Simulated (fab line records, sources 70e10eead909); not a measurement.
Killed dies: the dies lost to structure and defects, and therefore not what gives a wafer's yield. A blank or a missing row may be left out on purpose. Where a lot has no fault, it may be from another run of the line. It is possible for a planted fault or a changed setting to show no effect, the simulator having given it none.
fab line records	flow nand-harc
record: lots: 13	wafers: 39	last-day: 33
route steps=1302 shown P_GATE@157
lots that met no fault: taken from a fault-free run of the same line
start-h: hours from the record's first day to the start of the lot's first wafer shown	wait-h: time in hours since the lot's previous step	" as in the row above	L1.1+2: one row covering several wafers at once	- no value present, or no start provided	* or withheld: withheld	< > ~ a bound
route shown NAME@n: NAME is a module with steps in the file, n the number in the route of the first one	usual: average and standard deviation across the fault-free wafers	same: alike in all rows	chamber/n: place in a boat	sites: each site's reading	_std_site: how widely they spread, as a standard deviation	_edge_site: outer sites' mean less inner sites'	radius-mm: how far each site lies from the wafer's centre	mask NAME#n: copy n	behind: the tool/chamber that last shaped the wafer	hold: why the lot went on hold/how many hours it stayed there/how the hold came to an end	device: the transistor (n, p or np) that didn't switch	end of line: the tests these same wafers got at the end of their route	for a step that has no rows: nothing shown but its recipe	killed: the dies lost at the first sort to structure and to defects; this is not the yield of the wafer	map: per-die view of a wafer (x killed, . not killed, _ where there is no die)
set.NAME: the setting the step ran with; set.NAME@STEP: the setting that earlier step ran with	model.NAME: the simulator's own value behind a step, which no gauge read
the route's steps for a sample of lots (tables are steps, rows are wafers)
services: a tool's chamber out of use, with start hour (start-h, from the record's first day; less than 0 if before it), hours out, and reason
== steps ==
step: NHARC_P_GATE_STRIP_101
recipe: time-s: 20	o2-flow-sccm: 500	ar-flow-sccm: 0	bias-w: 0	chemistry: O2
usual: chamber-pressure-mTorr: 60.00/0.055	drypump-motor-current-A: 5.7/0.38	oes-product-au: 1.001/0.016	rf-vpp-V: 58.0/0.94	showerhead-plenum-p-Torr: 3.57/0.14	throttle-valve-pct: 17.038/0.0084
lot.wafer	tool	chamber	start-h	wait-h	chamber-pressure-mTorr	drypump-motor-current-A	oes-product-au	rf-hours-counter-h	rf-vpp-V	showerhead-plenum-p-Torr	throttle-valve-pct
L535.3	rie-diel-08	2	114.13	0.1	60.03	5.2	1.004	3.0	58.9	3.57	17.028
L535.1	"	0	"	"	60.02	5.1	1.010	5.4	58.0	3.63	17.037
L535.6	"	1	"	"	60.08	6.3	0.985	-	58.9	3.57	17.038
L536.2	rie-diel-01	1	120.00	0.1	60.04	6.4	1.012	5.3	58.5	3.62	17.029
L536.1	"	3	"	"	60.03	5.7	1.023	6.4	58.7	3.63	17.045
L536.5	"	0	"	"	60.07	5.8	1.013	-	58.2	3.75	17.048
L537.3	rie-diel-08	0	135.50	0.1	59.91	5.1	1.010	6.6	56.7	3.63	17.048
L537.2	"	1	"	"	59.94	6.3	0.984	5.5	60.5	3.57	17.030
L537.5	"	3	"	"	60.00	5.4	1.020	-	59.4	3.75	17.047
L538.3	rie-diel-01	1	135.94	0.1	60.07	6.4	1.012	6.4	56.9	3.62	17.028
L538.1	"	2	"	"	59.96	5.5	0.998	7.7	56.7	3.56	17.056
L538.2	"	3	"	"	59.98	5.8	1.016	8.1	57.8	3.62	17.042
L540.3	rie-diel-01	0	157.27	0.1	60.03	5.8	1.000	7.7	58.4	3.75	17.036
L540.5	"	3	"	"	60.03	5.8	1.020	-	57.0	3.62	17.037
L540.6	"	0	"	"	60.03	5.8	1.002	-	57.6	3.75	17.046
L539.2	rie-diel-02	0	157.49	0.1	59.99	5.7	1.006	4.6	57.5	3.37	17.042
L539.4	"	2	"	"	60.05	5.7	0.996	4.5	59.0	3.68	17.035
L539.6	"	3	"	"	60.01	5.9	1.012	-	58.2	3.30	17.043
L541.3	rie-diel-02	1	168.42	0.1	60.09	5.4	1.017	4.0	57.2	3.34	17.036
L541.1	"	2	"	"	59.98	5.7	1.002	4.7	59.1	3.68	17.036
L541.6	"	0	"	"	59.96	5.7	0.988	-	56.8	3.37	17.047
L542.4	rie-diel-08	1	180.52	0.1	59.93	6.3	0.998	9.7	58.4	3.56	17.050
L542.2	"	3	"	"	59.92	5.4	1.013	10.0	56.7	3.74	17.041
L542.5	"	0	"	"	59.97	5.2	0.995	-	58.1	3.63	17.040
L545.3	rie-diel-08	0	208.81	0.1	59.92	5.1	0.971	0.6	57.2	3.63	17.049
L545.5	"	1	"	"	60.00	6.4	0.988	-	58.0	3.56	17.046
L545.6	"	0	"	"	60.04	5.1	0.962	-	60.0	3.62	17.048
L552.3	rie-diel-02	0	277.32	0.1	59.93	5.7	0.983	1.9	57.6	3.37	17.030
L552.6	"	2	"	"	60.04	5.7	0.992	-	58.6	3.68	17.033
L552.5	"	3	"	"	60.00	5.9	0.998	-	56.9	3.30	17.027
L553.3	rie-diel-08	0	284.53	0.1	60.03	5.1	0.976	5.3	59.7	3.62	17.061
L553.6	"	0	"	"	59.95	5.1	0.979	-	58.5	3.62	17.030
L553.5	"	1	"	"	60.07	6.4	1.002	-	58.4	3.56	17.036
L554.3	rie-diel-01	0	299.52	0.1	60.03	5.8	0.990	6.0	57.4	3.74	17.034
L554.1	"	1	"	"	60.01	6.4	1.013	4.7	57.7	3.62	17.041
L554.6	"	0	"	"	60.00	5.8	1.001	-	56.6	3.74	17.030
L557.1	rie-diel-02	2	330.45	0.1	59.95	5.6	0.997	3.3	58.3	3.68	17.040
L557.3	"	3	"	"	60.05	5.9	1.004	3.8	55.8	3.30	17.040
L557.2	"	0	"	"	59.94	5.7	0.995	4.0	59.2	3.37	17.042
step: NHARC_P_GATE_DEGAS_109
recipe: temp-c: 300	time-s: 60
usual: heater-power-w: 487/48
lot.wafer	tool	chamber	start-h	wait-h	heater-power-w
L535.1	pvd-sputter-02	-	120.25	0.1	568
L535.3	"	-	"	"	488
L535.6	"	-	"	"	465
L536.1	pvd-sputter-03	-	126.54	0.1	405
L536.2	"	-	"	"	474
L536.5	"	-	"	"	440
L537.2	pvd-sputter-03	-	141.91	0.1	475
L537.3	"	-	"	"	436
L537.5	"	-	"	"	433
L538.2	pvd-sputter-02	-	142.69	0.1	479
L538.1	"	-	"	"	567
L538.3	"	-	"	"	477
L540.3	pvd-sputter-01	-	163.67	0.1	454
L540.5	"	-	"	"	463
L540.6	"	-	"	"	466
L539.2	pvd-sputter-02	-	164.21	0.1	469
L539.4	"	-	"	"	572
L539.6	"	-	"	"	559
L541.1	pvd-sputter-01	-	174.81	0.1	454
L541.3	"	-	"	"	448
L541.6	"	-	"	"	539
L542.2	pvd-sputter-02	-	186.77	0.1	571
L542.4	"	-	"	"	574
L542.5	"	-	"	"	543
L545.3	pvd-sputter-01	-	215.38	0.1	554
L545.5	"	-	"	"	545
L545.6	"	-	"	"	541
L552.3	pvd-sputter-01	-	283.72	0.1	454
L552.6	"	-	"	"	466
L552.5	"	-	"	"	526
L553.3	pvd-sputter-01	-	291.04	0.1	464
L553.6	"	-	"	"	538
L553.5	"	-	"	"	469
L554.3	pvd-sputter-03	-	306.10	0.1	423
L554.1	"	-	"	"	436
L554.6	"	-	"	"	416
L557.3	pvd-sputter-01	-	337.01	0.1	537
L557.1	"	-	"	"	531
L557.2	"	-	"	"	459
step: NHARC_P_GATE_SPUTTER_78
recipe: target-thk-a: 100	material: Ni
lot.wafer	tool	chamber	start-h	wait-h
L535.3+1+6	pvd-sputter-02	-	120.35	-
L536.1+2+5	pvd-sputter-03	-	126.63	-
L537.3+2+5	pvd-sputter-03	-	142.01	-
L538.2+3+1	pvd-sputter-02	-	142.78	-
L540.3+6+5	pvd-sputter-01	-	163.76	-
L539.4+2+6	pvd-sputter-02	-	164.30	-
L541.1+3+6	pvd-sputter-01	-	175.00	-
L542.2+4+5	pvd-sputter-02	-	186.87	-
L542.2+4+5	pvd-sputter-02	-	187.11	-
L545.3+6+5	pvd-sputter-01	-	215.51	-
L545.3+6+5	pvd-sputter-01	-	215.74	-
L552.3+5+6	pvd-sputter-01	-	283.82	-
L552.3+5+6	pvd-sputter-01	-	284.05	-
L553.3+5+6	pvd-sputter-01	-	291.15	-
L554.3+1+6	pvd-sputter-03	-	306.20	-
L557.3+2+1	pvd-sputter-01	-	337.10	-
step: NHARC_P_GATE_RTA_82
recipe: temp-c: 450	time-s: 30
usual: lamp-power-pct: 4.1/0.32	wafer_temp_C_max: 451.3/0.46
lot.wafer	tool	chamber	start-h	wait-h	lamp-power-pct	wafer_temp_C_max
L535.1	rtp-anneal-01	0	121.00	-	3.9	451.4
L535.3	"	0	"	"	3.9	451.2
L535.6	"	0	"	"	3.9	451.8
L536.1	rtp-anneal-01	0	127.44	-	3.9	451.4
L536.2	"	0	"	"	3.9	451.3
L536.5	"	0	"	"	3.9	451.2
L537.2	rtp-anneal-01	0	142.70	-	3.9	451.4
L537.3	"	0	"	"	3.9	451.3
L537.5	"	0	"	"	3.9	451.3
L538.1	rtp-anneal-01	0	143.61	-	3.9	451.0
L538.2	"	0	"	"	3.9	451.0
L538.3	"	0	"	"	3.9	450.9
L540.3	rtp-anneal-02	0	164.47	-	4.6	451.7
L540.5	"	0	"	"	4.6	451.0
L540.6	"	0	"	"	4.6	452.0
L539.2	rtp-anneal-02	0	165.07	-	4.6	451.2
L539.4	"	0	"	"	4.6	452.2
L539.6	"	0	"	"	4.6	451.5
L541.1	rtp-anneal-01	0	175.65	-	3.9	451.0
L541.3	"	0	"	"	3.9	451.3
L541.6	"	0	"	"	3.9	451.3
L542.2	rtp-anneal-01	0	187.82	-	3.9	450.8
L542.4	"	0	"	"	3.9	451.1
L542.5	"	0	"	"	3.8	451.1
L545.3	rtp-anneal-01	0	216.45	-	3.9	450.9
L545.5	"	0	"	"	3.9	451.0
L545.6	"	0	"	"	3.8	450.9
L552.3	rtp-anneal-01	0	284.76	-	3.8	450.6
L552.5	"	0	"	"	3.9	451.2
L552.6	"	0	"	"	3.8	451.0
L553.3	rtp-anneal-01	0	291.87	-	3.8	451.3
L553.5	"	0	"	"	3.9	451.5
L553.6	"	0	"	"	3.9	451.2
L554.1	rtp-anneal-02	0	306.86	-	4.6	451.2
L554.3	"	0	"	"	4.6	451.5
L554.6	"	0	"	"	4.6	452.4
L557.1	rtp-anneal-01	0	337.76	-	3.9	451.0
L557.2	"	0	"	"	3.9	451.2
L557.3	"	0	"	"	3.9	450.8
== services ==
tool	chamber	start-h	hours	kind
rie-diel-08	-	96.19	0.5	repair
rie-diel-08	1	96.99	2.0	repair
pvd-sputter-02	-	104.03	10.0	pm
rie-diel-01	0	105.69	6.6	repair
rie-diel-02	1	111.14	32.0	repair
pvd-sputter-02	-	114.97	1.8	repair
rie-diel-02	2	120.63	4.5	repair
rie-diel-08	0	120.80	-	clean
rie-diel-08	1	120.80	-	clean
rie-diel-08	0	157.91	15.1	repair
rie-diel-02	3	159.18	2.5	repair
pvd-sputter-03	-	170.00	10.0	pm
rie-diel-08	-	190.80	9.0	pm
rie-diel-01	3	195.96	11.3	repair
rie-diel-01	-	203.80	9.0	pm
rie-diel-08	3	206.85	5.4	repair
rie-diel-02	0	211.40	7.4	repair
rie-diel-02	-	224.03	9.0	pm
pvd-sputter-01	-	226.03	10.0	pm
rie-diel-01	1	241.82	21.5	repair
pvd-sputter-02	-	282.03	10.0	pm
rie-diel-08	2	299.18	7.5	repair
rie-diel-01	0	324.91	2.7	repair
pvd-sputter-03	-	336.58	1.4	repair
== key ==
first-sign: step: NHARC_P_GATE_SPUTTER_78	reading: visit	direction: added
effect none on later readings
met-at NHARC_P_GATE_SPUTTER_78
struck-lots L542,L545,L552
tester-left-out L542,L545,L552
not-acting-at NHARC_P_GATE_STRIP_101,NHARC_P_GATE_DEGAS_109,NHARC_P_GATE_RTA_82
fault: kind: repeated-step-whole	tool: pvd-sputter-01,pvd-sputter-02,pvd-sputter-03	chamber: -	onset-h: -	steps: NHARC_P_GATE_SPUTTER_78	times: 1	scope: struck-lots-only
tester-left-out: of these lots the tester's yield and bins aren't shown, on N5 and GAA mostly nor the transistor test; their killed dies are dies lost to structure and defects alone, not to doping, threshold or leakage, so they don't give the yield
